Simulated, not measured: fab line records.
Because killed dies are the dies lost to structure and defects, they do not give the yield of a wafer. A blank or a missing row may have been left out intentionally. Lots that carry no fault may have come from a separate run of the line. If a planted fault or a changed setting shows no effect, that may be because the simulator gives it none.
Code-filled problem report in 8D (eight disciplines) form | flow n5Finfet | the parts of the form that need people (team, actions taken, sign-off) are left out

== 1. WHAT IS WRONG ==
cdNm at N5_BEOL_M0_SAQP_CD_MEAS_40 reads a mean of 22.05 nm on 3 wafers of 2 lots; wafers without a fault read 29.95 nm with a standard deviation of 0.24. That is -33 standard deviations from the usual mean.
The step: target cd 30 nm.
First seen on wafer L656.1, day 6 23:49, on cdSem-01. The record holds 27 wafers of 9 lots with a number at this step. Rule for "out" (also "out of limits"): further than 4 standard deviations from the usual mean. Any other wafer with a number is counted as sound.

== 2. WHAT THIS IS AND IS NOT ==
question                    | is                     | is not
which readings at this step | cdNm                   | -
which lots                  | L656, L659             | L653, L654, L667, L670, L671, L672, L674
which wafers of those lots  | L656.1, L656.4, L659.4 | L656.6, L659.3, L659.6
read on which gauges        | cdSem-01, cdSem-02     | cdSem-03
when                        | from day 6 23:49       | up to then (4 sound wafers); but 20 sound wafers of L653, L659, L667, L670, L671, L672, L674 came after

== 3. WHAT RULES OUT EACH SUSPECT ==
Counting: any tool at a process step up to the reading remains a suspect provided it ran every lot that is out. Sound lots after the first of them don't rule it out here, since some wafers of a struck lot are sound.
- ruled out: the gauge at N5_BEOL_M0_SAQP_CD_MEAS_40. The wafers that are out were read on 2 gauges (cdSem-01, cdSem-02).
- rieDiel-05 at N5_BEOL_M0_SAQP_ETCH_107 (etches SiNx in CH3F/O2, target depth 30 nm): kept. It ran every lot that is out, first L656 (day 6 22:22).
- euvScanner-02 at N5_BEOL_M0_SAQP_EXPOSE_37 (exposes mask M0 CUT1, target cd 30 nm): kept. It ran every lot that is out, first L656 (day 6 23:41); its last sound lot up to then is L654 (day 6 06:36).
Left after counting: rieDiel-05 at N5_BEOL_M0_SAQP_ETCH_107, euvScanner-02 at N5_BEOL_M0_SAQP_EXPOSE_37.

== 4. THE CAUSE (what the simulator had put in) ==
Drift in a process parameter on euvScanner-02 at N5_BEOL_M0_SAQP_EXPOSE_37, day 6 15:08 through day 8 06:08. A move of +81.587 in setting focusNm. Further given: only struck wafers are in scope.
Counting left 2 suspects, and this tool is among them.

== 5. SEQUENCE OF EFFECTS, ordered by route ==
Each row: a reading whose mean over the struck wafers that have a number lies more than 3 standard deviations from the usual. Scope: only readings with a usual standard deviation given in the record; hours: median across lots of the time from each lot's start at the first step in this table that gives one to its start at this step; sigmas: change in usual standard deviations.
hours | step                       | reading            | usual    | on struck wafers | change | sigmas
0     | N5_BEOL_M0_SAQP_CD_MEAS_40 | cdNm               | 29.95 nm | 22.05            | -7.90  | -33
154   | N5_PASSIVATION_PROBE_49    | defectLimitedYield | 91.0 %   | 0.0              | -91.0  | -70
154   | N5_PASSIVATION_PROBE_49    | killed_at_M0_to_M3 | 33       | 1102             | +1069  | +99 or more
154   | N5_PASSIVATION_PROBE_49    | killedDies         | 106      | 1180             | +1074  | +72
154   | N5_PASSIVATION_PROBE_49    | killedOnRim        | 14       | 152              | +138   | +35
154   | N5_PASSIVATION_PROBE_49    | sortNPass          | 1074     | 0                | -1074  | -72
154   | N5_PASSIVATION_PROBE_49    | sortYieldPct       | 91.0 %   | 0.0              | -91.0  | -70
The process steps in it:
- N5_PASSIVATION_PROBE_49

== 6. WHAT WOULD HAVE CAUGHT IT SOONER ==
Counted from the fault's start at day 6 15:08, it took 9 hours until the first out-of-limits reading at a measuring or inspecting step in this record, taken at day 6 23:49.
No tool reading at N5_BEOL_M0_SAQP_EXPOSE_37 that has a usual standard deviation in the record was out on any struck wafer, so an alarm limit of 4 standard deviations on those readings would not have fired.
Among the 2 lots that are out, L659 began N5_BEOL_M0_SAQP_EXPOSE_37 on euvScanner-02 after day 6 23:49. A tool hold placed at that time would have kept it from harm.
